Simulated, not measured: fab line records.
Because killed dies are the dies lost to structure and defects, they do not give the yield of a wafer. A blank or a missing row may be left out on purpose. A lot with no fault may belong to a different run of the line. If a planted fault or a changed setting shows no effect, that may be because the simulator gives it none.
Lot-split experiment -- flow n5-finfet -- route with 1938 steps; 7 lots, 21 wafers read

== THE SPLIT ITSELF ==
At N5_PMOS_HMC_CHANNEL_EPI_PEB_07 (peb time 60 s), the setting peb-temp-c was moved away from the recipe's 110 C on 7 of the 21 wafers read, by -3.1% to +1.7%. This setting was run at the recipe's value on the other wafers.

== SPLIT TO READING: what lies between them in the file, 1 step ==
- N5_PMOS_HMC_CHANNEL_EPI_DEVELOP_08: develop time 30 s (also split here: develop-time-s)

== THE READING ==
cd-nm at N5_PMOS_HMC_CHANNEL_EPI_CD_MEAS_09, given in nm (cd target 237.4 nm). Fault-free wafers of this fab line usually give 237.4 nm, standard deviation 1 nm.

wafer,"tool, chamber at the split","peb-temp-c as run, C",against the recipe,"cd-nm, nm",against lot-mates on the recipe
L081.1,"litho-track-02, 0",110,recipe,235.4,-
L081.2,"litho-track-02, 0",110,recipe,238.0,-
L081.3,"litho-track-02, 0",106.6,-3.1%,226.6,-10.1
L082.2,"litho-track-01, 0",110,recipe,237.1,-
L082.4,"litho-track-01, 0",110,recipe,237.3,-
L082.6,"litho-track-01, 0",110,recipe,238.5,-
L083.3,"litho-track-01, 0",110,recipe,235.4,-
L083.4,"litho-track-01, 0",110,recipe,236.7,-
L083.6,"litho-track-01, 0",110,recipe,238.8,-
L086.1,"litho-track-01, 0",110,recipe,240.0,-
L086.2,"litho-track-01, 0",111.9,+1.7%,244.7,+4.7
L086.3,"litho-track-01, 0",111.9,+1.7%,244.0,+4.0
L087.1,"litho-track-01, 0",110,recipe,237.5,-
L087.2,"litho-track-01, 0",110,recipe,237.5,-
L087.3,"litho-track-01, 0",110,recipe,238.0,-
L088.1,"litho-track-01, 0",111,+0.9%,242.1,+1.9
L088.4,"litho-track-01, 0",111,+0.9%,240.8,+0.6
L088.6,"litho-track-01, 0",110,recipe,240.2,-
L090.2,"litho-track-02, 0",110,recipe,237.8,-
L090.4,"litho-track-02, 0",108.7,-1.2%,234.8,-3.0
L090.6,"litho-track-02, 0",108.7,-1.2%,235.4,-2.4

THE FIT
A straight line over all 21 wafers: cd-nm changes by +3.52 nm for each +1% of peb-temp-c; r = +0.94; the points scatter about the line by 1.3 nm.
The same after taking each lot's own level away (the mean of its wafers on the recipe; 21 wafers): +2.75 nm for each +1%; r = +0.95; scatter 0.97 nm.
Per that fit: largest peb-temp-c move, reading shift of 8.5 nm.
The lots' own levels span 236.70 to 240.20 nm, that is 3.5 times the standard deviation above.
So the slope is not independent of the lot-to-lot level: the two fits are not the same.
Check: for one of the wafers moved furthest among these (-3.1%), held out of the fit, the line's prediction against its lot-mates is -7.11 nm. Against them it came out at -10.1 nm.

== FURTHER SPLITS ON THESE WAFERS ==
Other splits were also applied to these wafers ahead of the reading. Each is held against what the fit with the lots' levels taken away leaves over:
other split on the same wafers,wafers away from the commonest value,r with cd-nm (lot level and that fit taken away)
N5_PMOS_HMC_CHANNEL_EPI_DEVELOP_08 develop-time-s,6,+0.25

== THE WHOLE CHAIN: every reading that the file lists as answering this split, in the file's order ==
step,what it does,reading,change (the file's fit),r (the file's)
N5_PMOS_HMC_CHANNEL_EPI_CD_MEAS_09,target cd 237.4 nm,cd-nm,+2.93 nm for each +1% of the setting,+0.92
N5_PMOS_HMC_CHANNEL_EPI_DESCUM_14,"chemistry O2, time 7.9 s","PMOS_HMC_CHANNEL_EPI.cd-nm (the simulator's own value, which no gauge read)",+3.01 nm for each +1% of the setting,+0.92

== FILE'S OWN FIT ==
cd-nm changes by +2.93 nm for each +1% of peb-temp-c, r = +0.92.
